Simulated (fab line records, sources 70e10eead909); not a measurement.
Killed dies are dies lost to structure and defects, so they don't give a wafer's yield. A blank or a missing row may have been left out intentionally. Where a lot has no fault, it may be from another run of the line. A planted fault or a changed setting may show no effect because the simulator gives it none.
The tool behind it: which one?    flow nandHarc    Sampling: 12 lots, 36 wafers, 5 of 1302 route steps

== WHAT THE GAUGES SHOWED, per wafer ==
NHARC_A_CHANNEL_FILL_D1_INSPECT_13. Usual: rawDefectCount at 294, with a standard deviation of 110.
lot   measured      on                rawDefectCount  flag
L177  day 10 23:13  defectInspect-02  297 189 195     
L178  day 11 08:34  defectInspect-02  231 287 239     
L179  day 11 08:28  defectInspect-02  397 355 514     
L180  day 12 05:02  defectInspect-01  222 378 324     
L182  day 12 17:22  defectInspect-01  282 240 294     
L184  day 13 22:50  defectInspect-02  242 261 298     
L186  day 14 14:48  defectInspect-02  343 294 235     
L187  day 15 09:52  defectInspect-02  440 201 315     
L188  day 15 18:08  defectInspect-02  209 268 243     
L193  day 17 11:43  defectInspect-01  302 229 253     
L196  day 18 21:14  defectInspect-02  155 253 186     
L198  day 19 17:02  defectInspect-02  309 444 272     

NHARC_END_SORT_01. Usual: killedAtArray 52, standard deviation 18; killedAtOther 0.6, standard deviation 1.1; killedAtPeriphery 3.7, standard deviation 2.4; killedDies 57, standard deviation 19; killedOpen 3.1, standard deviation 1.7; killedShort 2.5, standard deviation 1.7.
lot   measured      on         killedAtArray  killedAtOther  killedAtPeriphery  killedDies   killedOpen  killedShort  flag
L177  day 25 11:07  prober-01  39 48 26       0 0 0          1 3 1              40 51 27     2 4 1       3 2 2        
L178  day 24 17:19  prober-01  56 63 60       1 0 0          3 2 5              60 65 65     0 4 1       2 2 1        
L179  day 25 00:56  prober-01  51 61 53       2 0 0          5 6 4              58 67 57     4 5 0       1 3 2        
L180  day 25 17:19  prober-01  26 35 32       0 0 0          3 3 4              29 38 36     4 5 4       1 1 0        
L182  day 26 02:51  prober-02  25 28 21       0 2 3          3 0 1              28 30 25     2 2 1       3 2 0        
L184  day 27 12:56  prober-01  62 65 61       0 0 0          6 5 2              68 70 63     3 6 4       4 0 2        
L186  day 27 23:02  prober-02  26 28 39       0 0 3          1 2 2              27 30 44     1 3 4       4 2 4        
L187  day 29 14:44  prober-02  35 32 32       0 0 0          0 1 0              35 33 32     3 2 1       3 3 5        
L188  day 29 13:58  prober-01  47 44 24       0 0 0          5 2 1              52 46 25     2 4 1       2 1 1        
L193  day 31 05:11  prober-02  65 59 60       0 0 0          2 1 6              67 60 66     2 3 2       3 4 3        
L196  day 32 20:50  prober-01  174 114 152    0 0 0          1 3 5              175 117 157  3 4 6       1 3 0        OFF
L198  day 33 05:00  prober-02  105 167 144    2 0 1          8 8 6              115 175 151  5 4 1       3 4 3        OFF

== WHAT TOOL EACH LOT RAN ON (gives the tool, then ch and the chambers of the sampled wafers, and finally the start) ==
lot   NHARC_A_CHANNEL_FILL_D1_STRIP_28   NHARC_A_DECK1_JOINT_ETCHBACK_07  NHARC_A_DECK1_JOINT_ETCHBACK_00
L177  rieDiel-12 ch 0,1,2, day 9 23:41   rieSi-04 ch 0,1,3, day 10 23:19  rieSi-05 ch 0,1, day 11 10:00
L178  rieDiel-06 ch 0,3, day 10 08:28    rieSi-06 ch 0,1,2, day 11 08:39  rieSi-04 ch 0,1,2, day 11 20:47
L179  rieDiel-12 ch 0,1,3, day 10 08:32  rieSi-04 ch 0,1, day 11 08:32    rieSi-06 ch 1,3, day 11 20:47
L180  rieDiel-12 ch 1,3, day 11 05:04    rieSi-05 ch 0,2,3, day 12 05:05  rieSi-04 ch 0,2, day 12 17:38
L182  rieDiel-06 ch 1,2,3, day 11 17:44  rieSi-06 ch 0,1,2, day 12 17:25  rieSi-06 ch 0,2,3, day 13 04:05
L184  rieDiel-12 ch 0,3, day 12 23:17    rieSi-04 ch 0,1,2, day 13 22:55  rieSi-05 ch 0,3, day 14 09:38
L186  rieDiel-06 ch 0,1,3, day 13 15:17  rieSi-06 ch 0,2,3, day 14 14:53  rieSi-05 ch 0,1,2, day 15 01:34
L187  rieDiel-03 ch 0,1,2, day 14 06:28  rieSi-06 ch 0,3, day 15 09:56    rieSi-04 ch 0,1,2, day 16 03:47
L188  rieDiel-12 ch 0,1,2, day 14 18:37  rieSi-04 ch 1,2,3, day 15 18:11  rieSi-05 ch 0,1,2, day 16 06:17
L193  rieDiel-03 ch 1,2, day 16 12:23    rieSi-05 ch 0,2, day 17 11:48    rieSi-04 ch 0,1,3, day 18 06:39
L196  rieDiel-03 ch 0,1, day 17 21:43    rieSi-05 ch 0,2, day 18 21:17    rieSi-05 ch 1,3, day 19 07:44
L198  rieDiel-03 ch 0,3, day 18 15:28    rieSi-06 ch 0,2,3, day 19 17:08  rieSi-05 ch 0,1,3, day 20 03:52
- NHARC_A_CHANNEL_FILL_D1_STRIP_28: strips in O2, time 20 s.
- NHARC_A_DECK1_JOINT_ETCHBACK_07: etches the open film in HBr, target depth 105 nm, time 26.9 s.
- NHARC_A_DECK1_JOINT_ETCHBACK_00: etches the open film in HBr, target depth 30 nm, time 17.4 s.

== AS READ BY THE TOOLS THEMSELVES (means over the sampled wafers that have a number; for cases with no such wafer, the mark the record gives instead) ==
NHARC_A_CHANNEL_FILL_D1_STRIP_28. Usual: drypumpMotorCurrentA 5.8 A, standard deviation 0.54; mfcArSccm 0.013 sccm, standard deviation 0.014; oesProductAu 0.997 a.u., standard deviation 0.0092; rfVppV 58.2 V, standard deviation 0.95; showerheadPlenumPTorr 3.62 Torr, standard deviation 0.13; throttleValvePct 17.038 %, standard deviation 0.0087.
lot   tool        drypumpMotorCurrentA (A)  mfcArSccm (sccm)  oesProductAu (a.u.)  rfVppV (V)  showerheadPlenumPTorr (Torr)  throttleValvePct (%)  flag
L177  rieDiel-12  6.2                       0.002             0.994                57.7        3.58                          17.036                
L178  rieDiel-06  6.1                       0.017             1.001                57.7        3.69                          17.029                
L179  rieDiel-12  5.6                       0.002             0.992                58.7        3.59                          17.035                
L180  rieDiel-12  5.5                       0.000             0.997                57.6        3.51                          17.041                
L182  rieDiel-06  5.5                       0.018             0.993                57.9        3.60                          17.035                
L184  rieDiel-12  5.1                       0.002             0.995                57.8        3.72                          17.032                
L186  rieDiel-06  6.0                       0.010             0.989                58.8        3.60                          17.040                
L187  rieDiel-03  5.7                       0.021             0.998                58.4        3.64                          17.035                
L188  rieDiel-12  6.2                       0.002             1.002                57.8        3.58                          17.041                
L193  rieDiel-03  5.6                       0.009             1.013                58.7        3.69                          17.041                
L196  rieDiel-03  5.6                       0.020             0.997                58.8        3.66                          17.039                
L198  rieDiel-03  5.9                       0.035             0.998                58.5        3.54                          17.029                

NHARC_A_DECK1_JOINT_ETCHBACK_07. Usual: drypumpMotorCurrentA 5.5 A, standard deviation 0.54; oesProductAu 0.999 a.u., standard deviation 0.0098; rfFwdPowerW 344.0 W, standard deviation 2.8; throttleValvePct 23.265 %, standard deviation 0.0098.
lot   tool      drypumpMotorCurrentA (A)  oesProductAu (a.u.)  rfFwdPowerW (W)  throttleValvePct (%)  flag
L177  rieSi-04  5.7                       1.005                347.1            23.278                
L178  rieSi-06  5.9                       1.004                343.2            23.262                
L179  rieSi-04  5.6                       0.998                346.9            23.263                
L180  rieSi-05  5.0                       0.988                344.0            23.265                
L182  rieSi-06  5.9                       0.994                342.4            23.259                
L184  rieSi-04  5.7                       0.997                346.5            23.261                
L186  rieSi-06  5.6                       1.001                343.1            23.264                
L187  rieSi-06  5.5                       1.010                342.2            23.260                
L188  rieSi-04  5.8                       0.999                346.8            23.263                
L193  rieSi-05  5.2                       0.983                346.6            23.271                
L196  rieSi-05  5.1                       0.996                344.9            23.270                
L198  rieSi-06  5.6                       1.001                341.9            23.263                

NHARC_A_DECK1_JOINT_ETCHBACK_00. Usual: drypumpMotorCurrentA 5.5 A, standard deviation 0.53; oesProductAu 0.996 a.u., standard deviation 0.01; rfFwdPowerW 344.0 W, standard deviation 2.3; throttleValvePct 23.267 %, standard deviation 0.0089.
lot   tool      drypumpMotorCurrentA (A)  oesProductAu (a.u.)  rfFwdPowerW (W)  throttleValvePct (%)  flag
L177  rieSi-05  5.4                       0.984                343.3            23.266                
L178  rieSi-04  5.7                       0.994                346.4            23.262                
L179  rieSi-06  5.4                       1.009                341.3            23.264                
L180  rieSi-04  5.9                       0.988                346.3            23.266                
L182  rieSi-06  5.7                       0.993                342.3            23.269                
L184  rieSi-05  4.9                       0.991                341.8            23.268                
L186  rieSi-05  5.2                       0.990                343.1            23.265                
L187  rieSi-04  5.7                       0.998                346.4            23.273                
L188  rieSi-05  5.3                       0.994                344.1            23.257                
L193  rieSi-04  5.7                       0.998                346.4            23.266                
L196  rieSi-05  5.4                       0.994                344.7            23.265                
L198  rieSi-05  5.1                       0.984                343.4            23.268                

== THE ANSWER, worked out from the rows above alone ==
Rule: lot off if the mean of its wafers having a number is beyond 3 standard deviations from the usual mean. Also off: a lot with no number at a reading for which 4 or more lots have one. The other lots that the step has rows for count as sound. First the gauges in route order, then the tools' own readings, where a lot's mean is used as printed above. At the first step where some lot is off, the reading lying furthest off is the one used; lots without a number count as furthest.
Off: L196, L198 (NHARC_END_SORT_01, killedAtArray).
A tool fits if, at a process step before that reading, it ran every lot that is off, and no sound lot after the first of them. Those tools and the gauges at NHARC_END_SORT_01 are tried in the same way. This does not decide it: 2 tools fit, namely rieDiel-03 at NHARC_A_CHANNEL_FILL_D1_STRIP_28 and rieSi-05 at NHARC_A_DECK1_JOINT_ETCHBACK_00.

== WHAT HAD BEEN PUT IN BY THE SIMULATOR ==
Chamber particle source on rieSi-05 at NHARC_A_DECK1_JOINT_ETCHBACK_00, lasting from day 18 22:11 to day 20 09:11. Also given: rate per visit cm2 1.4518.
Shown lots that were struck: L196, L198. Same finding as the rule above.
